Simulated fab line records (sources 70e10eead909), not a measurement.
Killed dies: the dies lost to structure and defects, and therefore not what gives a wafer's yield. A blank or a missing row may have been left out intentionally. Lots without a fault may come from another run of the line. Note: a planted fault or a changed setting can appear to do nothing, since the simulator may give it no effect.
fab line records || flow nand_harc
record {"lots": 6, "wafers": 16, "last_day": 32}
route steps=1302 shown P_BONDPAD@387 A_START@389 A_ZERO_WELL@390 END@1302
lots untouched by any fault: they come from a run of this same line in which no faults occurred
start_h: the number of hours between the record's first day and the start of the first shown wafer of the lot || wait_h: hours from the lot's prior step to this one || " unchanged from the row above || L1.1+2: one row covering several wafers at once || - either no value or no given start || * or withheld: withheld || < > ~ a bound
route shown NAME@n: a module of which the file shows steps, and the number in the route of the first || usual: the fault-free wafers' mean and standard deviation || same: alike in all rows || chamber/n: place in a boat || sites: each site's reading || _std_site: standard deviation of those values || _edge_site: inner sites' mean taken away from outer sites' mean || radius_mm: how far each site lies from the wafer's centre || mask NAME#n: copy n || behind: the last tool/chamber to shape the wafer || hold: cause of the lot's hold/its duration in hours/its outcome || device: whichever transistor did not switch (one of n, p or np) || end of line: at the end of the route, the tests of the same wafers || for a step that has no rows: nothing shown but its recipe || killed: count of dies lost to structure and defects at first sort (not the wafer's yield) || map: per-die view of a wafer (x killed, . not killed, _ where there is no die)
set.NAME: the setting the step ran with; set.NAME@STEP: the setting that earlier step ran with || model.NAME: the simulator's own value behind a step, which no gauge read
lots seen at some steps along the route; tables by step, rows by wafer
services: when a tool's chamber went out of use (start_h, in hours from the record's first day, below 0 if earlier), for how many hours, and the reason
## steps
# step NHARC_P_BONDPAD_PRECLEAN_30
# recipe {"time_s": 300, "temp_c": 23, "chemistry": "DIW"}
# step NHARC_P_BONDPAD_SRD_31
# recipe {"time_s": 30, "temp_c": 23, "dry_time_s": 20, "spin_rpm": 1500}
# step NHARC_A_START_INSPECT_01
# usual {"raw_defect_count": "3.2/1.9"}
{"lot.wafer": "L721.2", "tool": "defect_inspect-01", "chamber": "-", "start_h": 198.16, "wait_h": "-", "raw_defect_count": 5}
{"lot.wafer": "L721.4", "tool": "defect_inspect-01", "chamber": "-", "start_h": 198.16, "wait_h": "-", "raw_defect_count": 4}
{"lot.wafer": "L721.6", "tool": "defect_inspect-01", "chamber": "-", "start_h": 198.16, "wait_h": "-", "raw_defect_count": 2}
{"lot.wafer": "L722.3", "tool": "defect_inspect-01", "chamber": "-", "start_h": 203.21, "wait_h": "-", "raw_defect_count": 5}
{"lot.wafer": "L722.4", "tool": "defect_inspect-01", "chamber": "-", "start_h": 203.21, "wait_h": "-", "raw_defect_count": 4}
{"lot.wafer": "L722.5", "tool": "defect_inspect-01", "chamber": "-", "start_h": 203.21, "wait_h": "-", "raw_defect_count": 0}
{"lot.wafer": "L723.2", "tool": "defect_inspect-01", "chamber": "-", "start_h": 215.35, "wait_h": "-", "raw_defect_count": 2}
{"lot.wafer": "L723.3", "tool": "defect_inspect-01", "chamber": "-", "start_h": 215.35, "wait_h": "-", "raw_defect_count": 2}
{"lot.wafer": "L723.6", "tool": "defect_inspect-01", "chamber": "-", "start_h": 215.35, "wait_h": "-", "raw_defect_count": 3}
{"lot.wafer": "L729.2", "tool": "defect_inspect-01", "chamber": "-", "start_h": 281.07, "wait_h": "-", "raw_defect_count": 3}
{"lot.wafer": "L729.4", "tool": "defect_inspect-01", "chamber": "-", "start_h": 281.07, "wait_h": "-", "raw_defect_count": 2}
{"lot.wafer": "L729.6", "tool": "defect_inspect-01", "chamber": "-", "start_h": 281.07, "wait_h": "-", "raw_defect_count": 3}
{"lot.wafer": "L732.3", "tool": "defect_inspect-02", "chamber": "-", "start_h": 310.40, "wait_h": "-", "raw_defect_count": 1}
{"lot.wafer": "L732.6", "tool": "defect_inspect-02", "chamber": "-", "start_h": 310.40, "wait_h": "-", "raw_defect_count": 2}
{"lot.wafer": "L734.1", "tool": "defect_inspect-01", "chamber": "-", "start_h": 333.40, "wait_h": "-", "raw_defect_count": 3}
{"lot.wafer": "L734.3", "tool": "defect_inspect-01", "chamber": "-", "start_h": 333.40, "wait_h": "-", "raw_defect_count": 1}
# step NHARC_A_ZERO_WELL_PRECLEAN_00
# recipe {"time_s": 600, "temp_c": 120, "chemistry": "SPM"}
# step NHARC_A_ZERO_WELL_SRD_01
# step NHARC_A_ZERO_WELL_DEHYDRATE_02
# recipe {"temp_c": 150, "time_s": 120}
# step NHARC_A_ZERO_WELL_HMDS_03
# recipe {"time_s": 30}
# step NHARC_A_ZERO_WELL_COAT_18
# recipe {"temp_c": 200, "time_s": 65}
# step NHARC_A_ZERO_WELL_COAT_04
# recipe {"spin_rpm": 2000, "resist_thk_nm": 600}
# step NHARC_A_ZERO_WELL_SOFTBAKE_05
# recipe {"temp_c": 125, "time_s": 70}
# step NHARC_A_ZERO_WELL_EBR_06
# step NHARC_A_ZERO_WELL_EXPOSE_07
# recipe {"na": 0.55, "dose_mj": 33.85, "mask_id": "A_ZERO"}
# step NHARC_A_ZERO_WELL_PEB_08
# recipe {"peb_temp_c": 128, "peb_time_s": 80}
# usual {"chill_plate_temp_C": "23.02/0.11", "heater_power_total_W": "189.8/0.71"}
{"lot.wafer": "L721.2", "tool": "litho_track-05", "chamber": 0, "start_h": 198.91, "wait_h": 0.1, "chill_plate_temp_C": 23.05, "heater_power_total_W": 190.7}
{"lot.wafer": "L721.4", "tool": "litho_track-05", "chamber": 0, "start_h": 198.91, "wait_h": 0.1, "chill_plate_temp_C": 23.04, "heater_power_total_W": 190.0}
{"lot.wafer": "L721.6", "tool": "litho_track-05", "chamber": 0, "start_h": 198.91, "wait_h": 0.1, "chill_plate_temp_C": 22.88, "heater_power_total_W": 189.5}
{"lot.wafer": "L722.3", "tool": "litho_track-02", "chamber": 0, "start_h": 203.96, "wait_h": 0.1, "chill_plate_temp_C": 22.86, "heater_power_total_W": 189.6}
{"lot.wafer": "L722.4", "tool": "litho_track-02", "chamber": 0, "start_h": 203.96, "wait_h": 0.1, "chill_plate_temp_C": 23.05, "heater_power_total_W": 189.9}
{"lot.wafer": "L722.5", "tool": "litho_track-02", "chamber": 0, "start_h": 203.96, "wait_h": 0.1, "chill_plate_temp_C": 22.90, "heater_power_total_W": 190.2}
{"lot.wafer": "L723.2", "tool": "litho_track-05", "chamber": 0, "start_h": 216.10, "wait_h": 0.1, "chill_plate_temp_C": 22.96, "heater_power_total_W": 189.2}
{"lot.wafer": "L723.3", "tool": "litho_track-05", "chamber": 0, "start_h": 216.10, "wait_h": 0.1, "chill_plate_temp_C": 22.92, "heater_power_total_W": 188.7}
{"lot.wafer": "L723.6", "tool": "litho_track-05", "chamber": 0, "start_h": 216.10, "wait_h": 0.1, "chill_plate_temp_C": 22.96, "heater_power_total_W": 188.7}
{"lot.wafer": "L729.2", "tool": "litho_track-05", "chamber": 0, "start_h": 281.69, "wait_h": 0.1, "chill_plate_temp_C": 23.06, "heater_power_total_W": 190.6}
{"lot.wafer": "L729.4", "tool": "litho_track-05", "chamber": 0, "start_h": 281.69, "wait_h": 0.1, "chill_plate_temp_C": 22.98, "heater_power_total_W": 189.1}
{"lot.wafer": "L729.6", "tool": "litho_track-05", "chamber": 0, "start_h": 281.69, "wait_h": 0.1, "chill_plate_temp_C": 22.99, "heater_power_total_W": 190.5}
{"lot.wafer": "L732.3", "tool": "litho_track-05", "chamber": 0, "start_h": 311.15, "wait_h": 0.1, "chill_plate_temp_C": 23.15, "heater_power_total_W": 189.6}
{"lot.wafer": "L732.6", "tool": "litho_track-05", "chamber": 0, "start_h": 311.15, "wait_h": 0.1, "chill_plate_temp_C": 23.17, "heater_power_total_W": 220.0}
{"lot.wafer": "L734.1", "tool": "litho_track-05", "chamber": 0, "start_h": 334.15, "wait_h": 0.1, "chill_plate_temp_C": 23.25, "heater_power_total_W": 219.2}
{"lot.wafer": "L734.3", "tool": "litho_track-05", "chamber": 0, "start_h": 334.15, "wait_h": 0.1, "chill_plate_temp_C": 23.09, "heater_power_total_W": 189.3}
# step NHARC_A_ZERO_WELL_DEVELOP_09
# recipe {"time_s": 50, "dev_temp_c": 22}
# step NHARC_END_SORT_01
# recipe {"temp_c": 25}
# usual {"killed_at_array": "65/19", "killed_at_other": "0.9/1.1", "killed_at_periphery": "3.5/2.3", "killed_dies": "69/19", "killed_open": "3.2/1.8", "killed_short": "2.4/1.5"}
# same {"gross_dies": 677}
{"lot.wafer": "L721.2", "tool": "prober-01", "chamber": 0, "start_h": 619.54, "wait_h": 2.8, "killed_at_array": 81, "killed_at_other": 0, "killed_at_periphery": 6, "killed_dies": 87, "killed_open": 2, "killed_short": 0}
{"lot.wafer": "L721.4", "tool": "prober-01", "chamber": 0, "start_h": 621.13, "wait_h": 3.4, "killed_at_array": 85, "killed_at_other": 0, "killed_at_periphery": 3, "killed_dies": 88, "killed_open": 3, "killed_short": 2}
{"lot.wafer": "L721.6", "tool": "prober-01", "chamber": 0, "start_h": 622.72, "wait_h": 4.0, "killed_at_array": 83, "killed_at_other": 1, "killed_at_periphery": 4, "killed_dies": 88, "killed_open": 3, "killed_short": 2}
{"lot.wafer": "L722.3", "tool": "prober-02", "chamber": 0, "start_h": 628.91, "wait_h": 3.1, "killed_at_array": 49, "killed_at_other": 0, "killed_at_periphery": 6, "killed_dies": 55, "killed_open": 1, "killed_short": 2}
{"lot.wafer": "L722.4", "tool": "prober-02", "chamber": 0, "start_h": 629.71, "wait_h": 3.4, "killed_at_array": 64, "killed_at_other": 0, "killed_at_periphery": 5, "killed_dies": 69, "killed_open": 4, "killed_short": 2}
{"lot.wafer": "L722.5", "tool": "prober-02", "chamber": 0, "start_h": 630.52, "wait_h": 3.7, "killed_at_array": 66, "killed_at_other": 0, "killed_at_periphery": 7, "killed_dies": 73, "killed_open": 2, "killed_short": 7}
{"lot.wafer": "L723.2", "tool": "prober-01", "chamber": 0, "start_h": 640.74, "wait_h": 2.8, "killed_at_array": 68, "killed_at_other": 0, "killed_at_periphery": 6, "killed_dies": 74, "killed_open": 2, "killed_short": 1}
{"lot.wafer": "L723.3", "tool": "prober-01", "chamber": 0, "start_h": 641.54, "wait_h": 3.1, "killed_at_array": 69, "killed_at_other": 0, "killed_at_periphery": 3, "killed_dies": 72, "killed_open": 3, "killed_short": 3}
{"lot.wafer": "L723.6", "tool": "prober-01", "chamber": 0, "start_h": 643.94, "wait_h": 4.0, "killed_at_array": 64, "killed_at_other": 0, "killed_at_periphery": 5, "killed_dies": 69, "killed_open": 6, "killed_short": 2}
{"lot.wafer": "L729.2", "tool": "prober-01", "chamber": 0, "start_h": 705.76, "wait_h": 2.8, "killed_at_array": 67, "killed_at_other": 1, "killed_at_periphery": 2, "killed_dies": 70, "killed_open": 1, "killed_short": 3}
{"lot.wafer": "L729.4", "tool": "prober-01", "chamber": 0, "start_h": 707.35, "wait_h": 3.4, "killed_at_array": 82, "killed_at_other": 0, "killed_at_periphery": 2, "killed_dies": 84, "killed_open": 2, "killed_short": 1}
{"lot.wafer": "L729.6", "tool": "prober-01", "chamber": 0, "start_h": 708.95, "wait_h": 4.0, "killed_at_array": 73, "killed_at_other": 1, "killed_at_periphery": 1, "killed_dies": 75, "killed_open": 1, "killed_short": 4}
{"lot.wafer": "L732.3", "tool": "prober-02", "chamber": 0, "start_h": 728.03, "wait_h": 3.1, "killed_at_array": 92, "killed_at_other": 0, "killed_at_periphery": 4, "killed_dies": 96, "killed_open": 4, "killed_short": 2}
{"lot.wafer": "L732.6", "tool": "prober-02", "chamber": 0, "start_h": 730.44, "wait_h": 4.0, "killed_at_array": 104, "killed_at_other": 1, "killed_at_periphery": 4, "killed_dies": 109, "killed_open": 1, "killed_short": 5}
{"lot.wafer": "L734.1", "tool": "prober-02", "chamber": 0, "start_h": 772.15, "wait_h": 2.5, "killed_at_array": 82, "killed_at_other": 4, "killed_at_periphery": 3, "killed_dies": 89, "killed_open": 4, "killed_short": 3}
{"lot.wafer": "L734.3", "tool": "prober-02", "chamber": 0, "start_h": 773.73, "wait_h": 3.1, "killed_at_array": 75, "killed_at_other": 5, "killed_at_periphery": 2, "killed_dies": 82, "killed_open": 4, "killed_short": 3}
# killed by level:class
L721.2 A_CHANNEL_HOLE_D2:chamber_film_flake=36 A_SLIT:chamber_film_flake=33 A_CHANNEL_HOLE_D1:chamber_film_flake=5 A_STAIRCASE:chamber_film_flake=3 A_M0:geometric_particle:open=2 P_ZERO_WELL:chamber_film_flake=2 P_GATE:chamber_film_flake=2 P_M0:chamber_film_flake=2
L721.4 A_SLIT:chamber_film_flake=38 A_CHANNEL_HOLE_D2:chamber_film_flake=35 A_STAIRCASE:chamber_film_flake=5 A_M0:chamber_film_flake=3 P_BONDPAD:geometric_particle:short=1 A_ONON_D2:geometric_particle:open=1 A_ONON_D2:geometric_particle:short=1 A_CHANNEL_HOLE_D2:geometric_particle:open=1
L721.6 A_SLIT:chamber_film_flake=41 A_CHANNEL_HOLE_D2:chamber_film_flake=27 A_BLC:chamber_film_flake=3 A_M0:chamber_film_flake=3 P_ZERO_WELL:chamber_film_flake=2 A_CHANNEL_HOLE_D1:chamber_film_flake=2 A_STAIRCASE:chamber_film_flake=2 P_M0:geometric_particle:open=1
L722.3 A_CHANNEL_HOLE_D1:chamber_film_flake=33 A_CHANNEL_HOLE_D2:chamber_film_flake=11 P_GATE:chamber_film_flake=4 A_CONTACT:chamber_film_flake=2 A_SOURCE_PLATE:geometric_particle:open=1 A_ONON_D1:geometric_particle:short=1 A_CHANNEL_FILL_D2:geometric_particle:short=1 P_ZERO_WELL:chamber_film_flake=1
L722.4 A_CHANNEL_HOLE_D1:chamber_film_flake=40 A_CHANNEL_HOLE_D2:chamber_film_flake=12 A_CONTACT:chamber_film_flake=4 P_GATE:chamber_film_flake=3 P_M0:chamber_film_flake=2 A_SOURCE_PLATE:geometric_particle:short=1 A_ONON_D1:geometric_particle:open=1 A_CHANNEL_FILL_D1:geometric_particle:short=1
L722.5 A_CHANNEL_HOLE_D1:chamber_film_flake=43 A_CHANNEL_HOLE_D2:chamber_film_flake=12 A_CHANNEL_FILL_D1:geometric_particle:short=3 P_M0:chamber_film_flake=3 P_GATE:chamber_film_flake=3 A_ONON_D1:geometric_particle:short=2 A_CONTACT:chamber_film_flake=2 P_CONTACT:geometric_particle:open=1
L723.2 A_CHANNEL_HOLE_D1:chamber_film_flake=41 A_CHANNEL_HOLE_D2:chamber_film_flake=11 A_CONTACT:chamber_film_flake=7 P_GATE:chamber_film_flake=3 A_STAIRCASE:chamber_film_flake=3 P_M1:chamber_film_flake=2 A_DECK1_JOINT:chamber_film_flake=2 A_SLIT:chamber_film_flake=2
L723.3 A_CHANNEL_HOLE_D1:chamber_film_flake=36 A_CHANNEL_HOLE_D2:chamber_film_flake=16 A_STAIRCASE:chamber_film_flake=4 A_CONTACT:chamber_film_flake=4 A_SLIT:chamber_film_flake=2 P_GATE:geometric_particle:open=1 P_CONTACT:geometric_particle:open=1 A_CHANNEL_HOLE_D1:geometric_particle:open=1
L723.6 A_CHANNEL_HOLE_D1:chamber_film_flake=28 A_CHANNEL_HOLE_D2:chamber_film_flake=15 A_STAIRCASE:chamber_film_flake=3 A_WL_FILL:chamber_film_flake=3 A_CONTACT:chamber_film_flake=3 P_ZERO_WELL:chamber_film_flake=2 A_DECK1_JOINT:chamber_film_flake=2 A_CHANNEL_FILL_D2:chamber_film_flake=2
L729.2 A_SLIT:chamber_film_flake=33 A_CHANNEL_HOLE_D1:chamber_film_flake=27 A_DECK1_JOINT:chamber_film_flake=2 P_GATE:geometric_particle:short=1 P_CONTACT:geometric_particle:short=1 A_CHANNEL_FILL_D1:geometric_particle:short=1 A_M0:geometric_particle:open=1 A_CHANNEL_FILL_D2:chamber_film_flake=1
L729.4 A_CHANNEL_HOLE_D1:chamber_film_flake=37 A_SLIT:chamber_film_flake=35 A_WL_FILL:chamber_film_flake=3 A_ZERO_WELL:chamber_film_flake=2 P_CONTACT:geometric_particle:open=1 P_M0:geometric_particle:open=1 A_CHANNEL_HOLE_D2:geometric_particle:short=1 A_M1:chamber_film_flake=1
L729.6 A_CHANNEL_HOLE_D1:chamber_film_flake=34 A_SLIT:chamber_film_flake=30 A_CHANNEL_FILL_D1:geometric_particle:short=3 A_ZERO_WELL:chamber_film_flake=2 P_M1:geometric_particle:open=1 A_SGD_CUT:geometric_particle:short=1 A_CHANNEL_FILL_D1:chamber_film_flake=1 A_WL_FILL:chamber_film_flake=1
L732.3 A_SLIT:chamber_film_flake=37 A_CHANNEL_HOLE_D1:chamber_film_flake=31 A_CHANNEL_HOLE_D2:chamber_film_flake=17 A_STAIRCASE:chamber_film_flake=2 P_M0:geometric_particle:open=1 P_M1:geometric_particle:open=1 P_M1:geometric_particle:short=1 A_ONON_D1:geometric_particle:short=1
L732.6 A_CHANNEL_HOLE_D1:chamber_film_flake=36 A_SLIT:chamber_film_flake=30 A_CHANNEL_HOLE_D2:chamber_film_flake=20 A_CONTACT:chamber_film_flake=8 A_STAIRCASE:chamber_film_flake=3 A_ONON_D1:geometric_particle:short=2 P_M0:chamber_film_flake=2 A_ONON_D1:geometric_particle:open=1
L734.1 A_CHANNEL_HOLE_D1:chamber_film_flake=32 A_CHANNEL_HOLE_D2:chamber_film_flake=30 A_SLIT:chamber_film_flake=7 A_STAIRCASE:chamber_film_flake=4 A_WL_FILL:chamber_film_flake=3 THIN_TSV:chamber_film_flake=3 P_CONTACT:geometric_particle:short=1 A_ONON_D1:geometric_particle:open=1
L734.3 A_CHANNEL_HOLE_D2:chamber_film_flake=28 A_CHANNEL_HOLE_D1:chamber_film_flake=27 A_CONTACT:chamber_film_flake=7 A_SLIT:chamber_film_flake=5 THIN_TSV:chamber_film_flake=4 A_DECK1_JOINT:chamber_film_flake=2 A_ONON_D1:geometric_particle:short=1 A_CHANNEL_FILL_D1:geometric_particle:open=1
## services
{"tool": "litho_track-02", "chamber": "-", "start_h": 227.00, "hours": 7.0, "kind": "pm"}
{"tool": "litho_track-05", "chamber": "-", "start_h": 299.00, "hours": 7.0, "kind": "pm"}
## key
first_sign {"step": "NHARC_A_ZERO_WELL_PEB_08", "reading": "heater_power_total_W", "direction": "up", "sigmas": 42, "usual": "*", "struck": "*"}
effect none on later readings
met_at NHARC_A_ZERO_WELL_PEB_08
struck_wafers L732.6,L734.1
tester_left_out L732,L734
onset_between 281.69 311.15
fault {"kind": "process_parameter_drift", "tool": "litho_track-05", "chamber": "-", "onset_h": 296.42, "steps": "NHARC_A_ZERO_WELL_PEB_08", "channel": "peb_time_s", "offset": "*", "shape": "step", "end_h": 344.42, "scope": "struck_wafers_only", "acts_in": "*", "stated": "*"}
# tester_left_out: of these lots the tester's yield and bins aren't shown, on N5 and GAA mostly nor the transistor test; their killed dies are dies lost to structure and defects alone, not to doping, threshold or leakage, so they don't give the yield
